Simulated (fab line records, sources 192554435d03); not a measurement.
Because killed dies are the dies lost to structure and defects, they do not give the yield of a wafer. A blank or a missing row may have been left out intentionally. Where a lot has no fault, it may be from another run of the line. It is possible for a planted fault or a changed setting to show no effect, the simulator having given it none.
Which tool is to blame?    flow n5 finfet    24 lots with 72 wafers sampled at 6 steps, on a route of 1938 steps

== WHAT THE GAUGES READ, wafer by wafer ==
N5_BEOL_M12_INSPECT_55: inspects for defects (darkfield). Usual: raw defect count 69, standard deviation 22.
lot   measured      on                 raw defect count  flag
L074  day 10 21:43  defect inspect-01  85 43 40          
L075  day 11 04:17  defect inspect-02  54 27 39          
L076  day 11 13:18  defect inspect-02  108 46 59         
L077  day 11 14:20  defect inspect-02  64 88 47          
L078  day 11 15:06  defect inspect-02  86 52 98          
L079  day 12 10:53  defect inspect-02  87 70 43          
L080  day 12 21:26  defect inspect-01  72 72 96          
L081  day 13 00:34  defect inspect-02  66 43 62          
L083  day 13 03:28  defect inspect-02  83 59 79          
L082  day 14 00:30  defect inspect-01  73 34 59          
L085  day 14 13:27  defect inspect-02  55 38 65          
L084  day 14 22:06  defect inspect-02  66 43 33          
L088  day 14 23:37  defect inspect-01  78 98 91          
L087  day 15 00:14  defect inspect-01  73 97 116         
L089  day 15 00:26  defect inspect-02  49 57 54          
L090  day 15 00:47  defect inspect-01  103 99 92         
L086  day 15 01:24  defect inspect-02  58 79 96          
L092  day 15 22:20  defect inspect-01  92 96 123         
L091  day 15 22:55  defect inspect-01  81 57 61          
L093  day 16 05:07  defect inspect-01  91 63 45          
L094  day 16 20:47  defect inspect-02  74 127 85         
L095  day 17 01:16  defect inspect-02  94 50 37          
L097  day 17 08:05  defect inspect-02  69 40 64          
L096  day 17 11:26  defect inspect-01  68 77 53          

N5_BEOL_M13_INSPECT_12: inspects for defects (macro). Usual: raw defect count 2.1, standard deviation 1.5.
lot   measured      on                 raw defect count  flag
L074  day 10 22:23  defect inspect-01  2 1 4             
L075  day 11 04:49  defect inspect-02  2 1 2             
L076  day 11 13:58  defect inspect-01  0 1 4             
L077  day 11 14:53  defect inspect-02  1 2 2             
L078  day 11 15:47  defect inspect-02  1 1 1             
L079  day 12 11:34  defect inspect-01  2 1 3             
L080  day 12 21:59  defect inspect-02  3 2 2             
L081  day 13 01:07  defect inspect-02  2 1 4             
L083  day 13 04:08  defect inspect-01  2 4 3             
L082  day 14 01:03  defect inspect-01  1 4 4             
L085  day 14 14:05  defect inspect-02  1 5 2             
L084  day 14 22:39  defect inspect-02  5 2 3             
L088  day 15 00:10  defect inspect-01  0 0 5             
L087  day 15 00:46  defect inspect-02  2 1 0             
L089  day 15 01:06  defect inspect-01  3 4 3             
L090  day 15 01:19  defect inspect-02  2 1 0             
L086  day 15 02:04  defect inspect-01  0 1 2             
L092  day 15 23:01  defect inspect-02  4 1 0             
L091  day 15 23:35  defect inspect-01  4 0 2             
L093  day 16 05:47  defect inspect-01  3 3 2             
L094  day 16 21:27  defect inspect-02  2 3 2             
L095  day 17 01:59  defect inspect-01  3 4 3             
L097  day 17 08:45  defect inspect-01  5 2 1             
L096  day 17 11:58  defect inspect-02  2 6 2             

N5_BEOL_M13_THK_MEAS_50: measures by xrf. Usual: M13_THK 415 nm, standard deviation 7.8.
lot   measured      on             M13_THK (nm)  flag
L074  day 11 01:37  film metro-02  418 416 422   
L075  day 11 09:12  film metro-01  418 401 416   
L076  day 12 01:33  film metro-01  407 401 405   
L077  day 12 03:26  film metro-01  412 426 410   
L078  day 12 03:33  film metro-02  423 405 424   
L079  day 12 16:14  film metro-01  401 410 405   
L080  day 13 01:09  film metro-01  416 410 416   
L081  day 13 04:29  film metro-02  412 409 413   
L083  day 13 09:26  film metro-02  420 430 411   
L082  day 14 06:27  film metro-01  422 408 416   
L085  day 14 19:57  film metro-02  416 421 422   
L084  day 15 06:29  film metro-01  414 415 414   
L088  day 15 06:48  film metro-02  416 410 413   
L087  day 15 08:41  film metro-02  425 420 425   
L089  day 15 08:02  film metro-01  406 424 423   
L090  day 15 09:29  film metro-01  410 410 411   
L086  day 15 08:23  film metro-01  411 421 410   
L092  day 16 07:22  film metro-01  407 406 422   
L091  day 16 07:39  film metro-01  415 416 412   
L093  day 16 11:10  film metro-01  406 407 401   
L094  day 17 02:04  film metro-02  407 413 405   
L095  day 17 05:55  film metro-02  404 408 402   
L097  day 17 13:31  film metro-02  408 409 421   
L096  day 17 15:34  film metro-02  415 421 428   

== TOOL THAT RAN EACH LOT (tool first, then ch and the chambers of the sampled wafers, then the start) ==
lot   N5_BEOL_M12_SPUTTER_45        N5_BEOL_M13_DESCUM_33               N5_BEOL_M13_STRIP_37
L074  pvd sputter-03, day 10 20:28  rie diel-02 ch 1,3, day 10 23:22    plasma asher-02 ch 0,1, day 10 23:59
L075  pvd sputter-01, day 11 03:16  rie diel-04 ch 0,1,2, day 11 06:27  plasma asher-01 ch 0,1, day 11 07:05
L076  pvd sputter-02, day 11 12:17  rie diel-04 ch 0,2, day 11 15:13    plasma asher-02 ch 0,1, day 11 15:50
L077  pvd sputter-02, day 11 13:20  rie diel-02 ch 1,2, day 11 16:03    plasma asher-01 ch 0,1, day 11 16:40
L078  pvd sputter-02, day 11 14:05  rie diel-02 ch 0,2, day 11 16:46    plasma asher-01 ch 1, day 11 17:23
L079  pvd sputter-01, day 12 09:47  rie diel-04 ch 0,2,3, day 12 12:40  plasma asher-01 ch 0, day 12 13:17
L080  pvd sputter-03, day 12 20:26  rie diel-06 ch 1,2,3, day 12 23:05  plasma asher-01 ch 0,1, day 12 23:43
L081  pvd sputter-02, day 12 23:33  rie diel-04 ch 0,1,3, day 13 02:20  plasma asher-01 ch 0,1, day 13 02:58
L083  pvd sputter-01, day 13 02:26  rie diel-02 ch 0,1,2, day 13 05:41  plasma asher-02 ch 0,1, day 13 06:18
L082  pvd sputter-02, day 13 23:29  rie diel-06 ch 0,2,3, day 14 02:26  plasma asher-02 ch 0,1, day 14 03:04
L085  pvd sputter-01, day 14 12:26  rie diel-02 ch 1,2,3, day 14 15:11  plasma asher-02 ch 0,1, day 14 15:48
L084  pvd sputter-01, day 14 20:36  rie diel-02 ch 1,2,3, day 14 23:53  plasma asher-01 ch 0,1, day 15 00:29
L088  pvd sputter-02, day 14 22:36  rie diel-02 ch 1,2,3, day 15 01:18  plasma asher-01 ch 0,1, day 15 01:56
L087  pvd sputter-03, day 14 23:01  rie diel-06 ch 1,2, day 15 01:46    plasma asher-02 ch 0,1, day 15 02:23
L089  pvd sputter-02, day 14 23:22  rie diel-06 ch 1,3, day 15 02:19    plasma asher-02 ch 0,1, day 15 02:55
L090  pvd sputter-02, day 14 23:46  rie diel-04 ch 1,2, day 15 02:26    plasma asher-02 ch 0,1, day 15 03:02
L086  pvd sputter-03, day 15 00:24  rie diel-02 ch 0,3, day 15 03:03    plasma asher-02 ch 0,1, day 15 03:40
L092  pvd sputter-01, day 15 21:20  rie diel-02 ch 0,2,3, day 16 00:07  plasma asher-01 ch 0,1, day 16 00:44
L091  pvd sputter-02, day 15 21:53  rie diel-04 ch 2,3, day 16 00:41    plasma asher-01 ch 0,1, day 16 01:18
L093  pvd sputter-03, day 16 04:07  rie diel-04 ch 0,2, day 16 07:43    plasma asher-01 ch 0,1, day 16 08:21
L094  pvd sputter-02, day 16 19:37  rie diel-04 ch 1,2,3, day 16 22:35  plasma asher-02 ch 0,1, day 16 23:13
L095  pvd sputter-03, day 17 00:05  rie diel-02 ch 2,3, day 17 03:02    plasma asher-01 ch 0,1, day 17 03:40
L097  pvd sputter-02, day 17 07:03  rie diel-02 ch 0,2,3, day 17 09:44  plasma asher-01 ch 0,1, day 17 10:20
L096  pvd sputter-03, day 17 09:39  rie diel-06 ch 0,1,3, day 17 13:11  plasma asher-01 ch 0,1, day 17 13:48
- N5_BEOL_M12_SPUTTER_45: material Cu, target thk 80 nm, time 13.33 s.
- N5_BEOL_M13_DESCUM_33: chemistry O2, time 7.9 s.
- N5_BEOL_M13_STRIP_37: strips in N2/H2.

== AS READ BY THE TOOLS THEMSELVES (means over the sampled wafers that have a number; for cases with no such wafer, the mark the record gives instead) ==
N5_BEOL_M12_SPUTTER_45. Usual: chamber pressure pa 0.13 Pa, standard deviation 0.00027; susceptor temp C -20.01 C, standard deviation 0.1; throttle valve pct 29.8 %, standard deviation 1.
lot   tool            chamber pressure pa (Pa)  susceptor temp C (C)  throttle valve pct (%)  flag
L074  pvd sputter-03  0.13                      -20.05                30.0                    
L075  pvd sputter-01  0.13                      -20.06                30.1                    
L076  pvd sputter-02  0.13                      -19.95                29.7                    
L077  pvd sputter-02  0.13                      -20.00                28.9                    
L078  pvd sputter-02  0.13                      -20.03                29.9                    
L079  pvd sputter-01  0.13                      -20.04                29.6                    
L080  pvd sputter-03  0.13                      -19.99                28.9                    
L081  pvd sputter-02  0.13                      -19.94                29.3                    
L083  pvd sputter-01  0.13                      -19.90                30.3                    
L082  pvd sputter-02  0.13                      -19.90                29.3                    
L085  pvd sputter-01  0.13                      -20.01                30.2                    
L084  pvd sputter-01  0.13                      -19.98                29.7                    
L088  pvd sputter-02  0.13                      -19.91                29.9                    
L087  pvd sputter-03  0.13                      -20.10                28.6                    
L089  pvd sputter-02  0.13                      -19.96                29.4                    
L090  pvd sputter-02  0.13                      -20.04                30.0                    
L086  pvd sputter-03  0.13                      -19.92                29.7                    
L092  pvd sputter-01  0.13                      -20.02                30.2                    
L091  pvd sputter-02  0.13                      -20.08                29.2                    
L093  pvd sputter-03  0.13                      -20.02                30.8                    
L094  pvd sputter-02  0.13                      -19.96                29.1                    
L095  pvd sputter-03  0.13                      -20.01                29.7                    
L097  pvd sputter-02  0.13                      -19.92                30.1                    
L096  pvd sputter-03  0.13                      -20.02                29.9                    

N5_BEOL_M13_DESCUM_33. Usual: drypump motor current A 5.5 A, standard deviation 0.39; oes product au 0.81 a.u., standard deviation 0.093; rf vpp V 243.1 V, standard deviation 1.4; showerhead plenum p Torr 2.09 Torr, standard deviation 0.072; throttle valve pct 20.52 %, standard deviation 0.22.
lot   tool         drypump motor current A (A)  oes product au (a.u.)  rf vpp V (V)  showerhead plenum p Torr (Torr)  throttle valve pct (%)  flag
L074  rie diel-02  5.8                          0.81                   244.9         2.19                             20.79                   
L075  rie diel-04  5.4                          0.73                   242.9         2.04                             20.57                   
L076  rie diel-04  5.7                          0.74                   242.3         2.02                             20.49                   
L077  rie diel-02  5.9                          0.82                   242.8         2.07                             20.38                   
L078  rie diel-02  5.1                          0.97                   243.1         2.06                             20.36                   
L079  rie diel-04  5.6                          0.73                   242.8         2.08                             20.56                   
L080  rie diel-06  5.5                          0.80                   243.7         2.11                             20.42                   
L081  rie diel-04  5.4                          0.82                   242.7         2.10                             20.48                   
L083  rie diel-02  5.5                          0.85                   242.4         2.07                             20.49                   
L082  rie diel-06  5.6                          0.76                   243.7         2.15                             20.38                   
L085  rie diel-02  5.8                          0.79                   243.2         2.12                             20.63                   
L084  rie diel-02  5.8                          0.79                   242.6         2.12                             20.63                   
L088  rie diel-02  5.8                          0.78                   243.7         2.12                             20.62                   
L087  rie diel-06  5.6                          0.78                   241.9         2.04                             20.64                   
L089  rie diel-06  5.3                          0.81                   242.7         2.08                             20.49                   
L090  rie diel-04  5.5                          0.76                   242.0         2.01                             20.43                   
L086  rie diel-02  5.4                          0.85                   243.6         2.17                             20.73                   
L092  rie diel-02  5.4                          0.84                   243.1         2.11                             20.52                   
L091  rie diel-04  5.5                          0.68                   243.2         2.11                             20.63                   
L093  rie diel-04  5.7                          0.71                   242.0         2.01                             20.54                   
L094  rie diel-04  5.4                          0.85                   242.5         2.07                             20.45                   
L095  rie diel-02  5.8                          0.82                   243.3         2.10                             20.44                   
L097  rie diel-02  5.4                          0.83                   243.0         2.10                             20.53                   
L096  rie diel-06  5.4                          0.77                   243.7         2.12                             20.47                   

N5_BEOL_M13_STRIP_37. Usual: drypump motor current A 5.4 A, standard deviation 0.36; heater power w 344 W, standard deviation 31; oes product au 0.784 a.u., standard deviation 0.0095.
lot   tool             drypump motor current A (A)  heater power w (W)  oes product au (a.u.)  flag
L074  plasma asher-02  4.9                          379                 0.776                  
L075  plasma asher-01  5.7                          314                 0.772                  
L076  plasma asher-02  5.0                          381                 0.791                  
L077  plasma asher-01  5.7                          322                 0.784                  
L078  plasma asher-01  5.6                          307                 0.788                  
L079  plasma asher-01  5.7                          337                 0.796                  
L080  plasma asher-01  5.7                          325                 0.783                  
L081  plasma asher-01  5.7                          328                 0.792                  
L083  plasma asher-02  5.0                          382                 0.787                  
L082  plasma asher-02  5.0                          377                 0.784                  
L085  plasma asher-02  5.0                          371                 0.772                  
L084  plasma asher-01  5.7                          326                 0.796                  
L088  plasma asher-01  5.7                          313                 0.783                  
L087  plasma asher-02  5.0                          377                 0.778                  
L089  plasma asher-02  4.9                          378                 0.787                  
L090  plasma asher-02  5.0                          381                 0.779                  
L086  plasma asher-02  4.9                          379                 0.791                  
L092  plasma asher-01  5.7                          317                 0.779                  
L091  plasma asher-01  5.7                          325                 0.787                  
L093  plasma asher-01  5.7                          315                 0.787                  
L094  plasma asher-02  4.9                          373                 0.778                  
L095  plasma asher-01  5.7                          322                 0.780                  
L097  plasma asher-01  5.7                          327                 0.783                  
L096  plasma asher-01  5.6                          320                 0.774                  

== THE ANSWER, worked out from the rows above alone ==
Rule: a lot counts as off when the mean over its wafers that have a number is more than 3 standard deviations away from the usual mean. Also off: a lot with no number at a reading for which 4 or more lots have one. All remaining lots with rows at the step are treated as sound. First the gauges in route order, then the tools' own readings, where a lot's mean is used as printed above. At the first step where some lot is off, the reading lying furthest off is the one used; lots without a number count as furthest.
Nothing can be told from this: no lot is off at any reading shown.

== WHAT THE SIMULATOR HAD INSERTED ==
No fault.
